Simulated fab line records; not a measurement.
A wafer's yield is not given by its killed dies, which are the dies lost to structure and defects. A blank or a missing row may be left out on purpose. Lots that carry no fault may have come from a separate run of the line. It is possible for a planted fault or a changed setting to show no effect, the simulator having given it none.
Matching of chambers -- flow nandHarc -- 4 sister chambers for NHARC_A_DECK1_JOINT_ETCHBACK_00 on rieSi-02
The step etches the open film in HBr, target depth 30 nm, time 17.4 s. 8 wafers are shown with their chamber, then 11 later ones without.

WAFERS, EACH WITH ITS CHAMBER
wafer,chamber,rfFwdPowerW (W),oesProductAu (a.u.)
L083.1,2,346.6,1.022
L083.4,1,342.8,1.022
L084.2,2,344.9,1.010
L084.5,3,342.8,1.018
L087.1,1,343.2,1.021
L087.3,0,345.0,1.007
L087.6,3,342.9,1.015
L091.1,0,345.3,1.018

WAFERS WHOSE CHAMBER IS MISSING
wafer,rfFwdPowerW (W),oesProductAu (a.u.)
L091.2,340.8,1.011
L091.5,343.6,1.002
L094.2,339.4,1.010
L094.3,342.4,1.001
L094.4,344.7,1.013
L096.1,345.5,0.992
L096.4,344.3,1.024
L096.6,341.2,1.001
L097.1,344.1,1.010
L097.3,345.9,1.017
L097.5,343.0,1.002

EACH ONE'S CHAMBER
wafer,from the rows above,in truth
L091.2,can't be placed: 3 or 1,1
L091.5,can't be placed: 3 or 0 or 1 or 2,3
L094.2,can't be placed: 3 or 1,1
L094.3,can't be placed: 3 or 1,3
L094.4,can't be placed: 0 or 2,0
L096.1,can't be placed: 0 or 2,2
L096.4,can't be placed: 1 or 0 or 3 or 2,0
L096.6,can't be placed: 3 or 1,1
L097.1,can't be placed: 0 or 3 or 1 or 2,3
L097.3,can't be placed: 2 or 0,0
L097.5,can't be placed: 3 or 1 or 0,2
Placed correctly: 0 of 11. Can't be placed from these rows: 11 (the true chamber is among the candidates in 10). Placed wrongly: 0.
How it was worked out, from the rows above alone: a wafer's distance from a chamber is the root of the sum, over the readings, of the square of ((its reading less the chamber's mean) divided by the reading's scatter). If the next closest chamber is less than 2 further off than the closest, the wafer can't be placed; otherwise it belongs to the closest. A chamber's mean is the mean of its shown wafers. The scatter: take each reading less its chamber's mean, square it, sum over the shown wafers, divide by the number of wafers less the number of chambers, and take the root.
